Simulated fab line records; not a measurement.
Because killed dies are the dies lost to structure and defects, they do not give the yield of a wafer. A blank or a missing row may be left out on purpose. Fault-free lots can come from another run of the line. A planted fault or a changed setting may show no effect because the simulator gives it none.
The tool behind it: which one? + flow n5_finfet + 26 wafers sampled from 9 lots at 1 step of a route of 1938

== WHAT EACH GAUGE READ, for each wafer ==
N5_BEOL_M4_RC_MEAS_101.
| lot  | measured     | on        | DIBL_N (mV/V)  |
|------|--------------|-----------|----------------|
| L987 | day 9 15:58  | prober-01 | 37.4 36.3 33.0 |
| L991 | day 10 19:42 | prober-02 | 34.2 36.7 36.2 |
| L992 | day 11 00:42 | prober-01 | 38.1 38.7 37.8 |
| L999 | day 13 11:36 | prober-02 | 35.1 35.3 35.8 |
| L998 | day 13 14:25 | prober-02 | 35.7 36.6 34.8 |
| L101 | day 13 14:39 | prober-01 | 36.3 32.1 32.0 |
| L100 | day 13 15:56 | prober-02 | 34.0 34.9      |
| L102 | day 13 16:46 | prober-01 | 40.9 38.3 38.9 |
| L103 | day 14 10:02 | prober-02 | 35.0 33.6 33.6 |

== WHAT TOOL EACH LOT RAN ON (gives the tool, then ch and the chambers of the sampled wafers, and finally the start) ==
The record shows no process step preceding these readings.

== THE ANSWER, worked out from the rows above alone ==
Rule: the lots themselves supply what counts as usual. Put in order of their means at a reading, lots are off if they are a third of the lots or fewer, leave a main group of 4 or more, and stand apart from it by a gap of 3 or more times the standard deviation of the main group's means; of several such gaps the widest counts. If all means in a main group match to the digits the tables above print for the reading, that group is not used. A lot without any number at a reading at which 4 lots or more have one is off too. Any other lot the step has rows for is counted as sound.
Nothing can be told from this: no lot is off at any reading shown.

== WHAT HAD BEEN PUT IN BY THE SIMULATOR ==
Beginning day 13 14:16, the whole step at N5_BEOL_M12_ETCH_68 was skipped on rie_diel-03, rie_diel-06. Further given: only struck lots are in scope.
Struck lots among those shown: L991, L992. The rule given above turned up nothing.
